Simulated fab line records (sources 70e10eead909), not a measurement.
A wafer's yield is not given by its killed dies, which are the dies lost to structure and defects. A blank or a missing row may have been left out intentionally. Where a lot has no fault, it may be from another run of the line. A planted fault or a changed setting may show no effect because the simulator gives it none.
Problem report, 8D (eight disciplines) form, completed by code :: flow nand harc :: the parts of the form that need people (team, actions taken, sign-off) are left out

## 1. PROBLEM STATEMENT
cd nm at NHARC_P_M1_CD_MEAS_09 reads a mean of 136.8 nm on 6 wafers of 2 lots; wafers without a fault read 130.3 nm with a standard deviation of 0.76. Relative to the usual mean, that is a shift of +8.6 standard deviations.
The step: target cd 130 nm.
First seen on wafer L620.2, day 12 05:20, on cd sem-02. At this step, 36 wafers from 12 lots have a number in the record. The rule behind "out" and "out of limits": a value lying over 4 standard deviations away from the usual mean. The other wafers with a number count as sound.

## 2. WHAT IT IS; WHAT IT IS NOT
question: which readings at this step
is: cd nm
is not: -

question: which lots
is: L620, L621
is not: L609, L610, L611, L613, L614, L616, L617, L624, L627, L628

question: which wafers of those lots
is: all that have a number
is not: -

question: read on which gauges
is: cd sem-02, cd sem-03
is not: cd sem-01

question: when
is: from day 12 05:20
is not: up to then (21 sound wafers); but 9 sound wafers of L624, L627, L628 came after

## 3. SUSPECTS, AND WHAT RULES EACH OUT
Counting: a tool at a process step up to the reading stays a suspect if it ran every lot that is out and no sound lot after the first of them.
- the gauge at NHARC_P_M1_CD_MEAS_09 has been ruled out. 2 gauges (cd sem-02, cd sem-03) read the wafers that are out.
- pvd sputter-03 at NHARC_P_M0_PVD_20 (deposits TaN, target thk 5 nm, time 8.06 s): kept. All lots that are out passed through it, beginning with L620 at day 12 03:10, and no sound lot followed; its final sound lot before that point was L616 at day 10 16:15. NHARC_P_M0_PVD_20 gives no start for some lots, so the hours and the order of its lots are those of NHARC_P_M0_ANNEAL_30.
- rtp anneal-02 at NHARC_P_M0_ANNEAL_30 (time 90 s): ruled out as a lasting fault. After its first lot that is out, L620 (day 12 03:10), sound lots L624, L627, L628 ran on it.
- litho track-04 at NHARC_P_M1_PEB_07 (peb time 65 s): kept. All lots that are out passed through it, beginning with L620 at day 12 05:16, and no sound lot followed; its final sound lot before that point was L614 at day 9 20:04. Its own heater power total W, plate temp C readings are out on those wafers.
Remaining after the count are pvd sputter-03 at NHARC_P_M0_PVD_20 and litho track-04 at NHARC_P_M1_PEB_07.

## 4. THE CAUSE (what the simulator had put in)
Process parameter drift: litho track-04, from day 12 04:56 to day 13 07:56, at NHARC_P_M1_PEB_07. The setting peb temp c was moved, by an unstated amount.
This tool is one of the 2 suspects left after counting.

## 5. SEQUENCE OF EFFECTS, ordered by route
Rows list readings where the struck wafers' mean (over those with a number) sits beyond 3 standard deviations from the usual. Only readings for which the record gives a usual standard deviation are gone through. hours: the time from each lot's start at the first step in this table that gives one to its start at this step, as a median over the lots. sigmas: the change in usual standard deviations.
hours: 0
step: NHARC_P_M1_PEB_07
reading: heater power total W
usual: 156.7 W
on struck wafers: 160.3
change: +3.6
sigmas: +8.5

hours: 0
step: NHARC_P_M1_PEB_07
reading: plate temp C
usual: 100.04 C
on struck wafers: 101.70
change: +1.66
sigmas: +14

hours: 0
step: NHARC_P_M1_CD_MEAS_09
reading: cd nm
usual: 130.3 nm
on struck wafers: 136.8
change: +6.5
sigmas: +8.6
It contains these process steps:
- NHARC_P_M1_PEB_07: peb time 65 s.

## 6. HOW IT WOULD HAVE BEEN CAUGHT EARLIER
In this record the first reading out of limits at a measuring or inspecting step was taken at day 12 05:20, 0 hours after the fault began at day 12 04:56.
The tool's own readings at NHARC_P_M1_PEB_07 were out on every struck wafer that the step has a row for (heater power total W, plate temp C): an alarm limit on them would have fired on the first of those.
Of the lots that are out (2), L621 began NHARC_P_M1_PEB_07 on litho track-04 after day 12 05:20. Putting the tool on hold at that point would have spared it.
